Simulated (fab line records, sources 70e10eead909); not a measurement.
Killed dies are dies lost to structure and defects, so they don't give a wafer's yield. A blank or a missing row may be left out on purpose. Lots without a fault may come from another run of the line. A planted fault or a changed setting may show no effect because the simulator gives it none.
Chamber matching | flow nand_harc | NHARC_A_STAIRCASE_DESCUM_168 on rie_diel-11: 4 sister chambers
The step chemistry O2, time 3 s. 4 wafers are shown with their chamber, then 8 later ones without.

WAFERS WITH THEIR CHAMBER
wafer  | chamber | drypump_motor_current_A (A)
L086.5 | 1       | 5.46
L088.1 | 0       | 6.18
L088.3 | 2       | 5.85
L093.1 | 3       | 5.90

WAFERS WITHOUT THEIR CHAMBER
wafer  | drypump_motor_current_A (A)
L093.4 | 5.48
L093.6 | 5.49
L092.3 | 5.91
L092.4 | 5.91
L092.6 | 5.92
L097.2 | 5.91
L097.4 | 5.94
L097.5 | 5.47

WHICH CHAMBER EACH WENT THROUGH
wafer  | from the rows above | in truth
L093.4 | 1                   | 1
L093.6 | 1                   | 1
L092.3 | 3                   | 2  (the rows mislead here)
L092.4 | 3                   | 3
L092.6 | 3                   | 3
L097.2 | 3                   | 3
L097.4 | 3                   | 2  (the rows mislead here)
L097.5 | 1                   | 1
Placed correctly: 6 of 8. Can't be placed from these rows: 0. Placed wrongly: 2.
How it was worked out, from the rows above alone: a wafer's distance from a chamber is the root of the sum, over the readings, of the square of ((its reading less the chamber's mean) divided by the reading's scatter). The wafer belongs to the nearest chamber; if the next one is less than 2 further off, it can't be placed. A chamber's mean is the mean of its shown wafers. The scatter: with one shown wafer a chamber, the root of the mean of the squares of how far each hidden wafer lies from its nearest shown one.
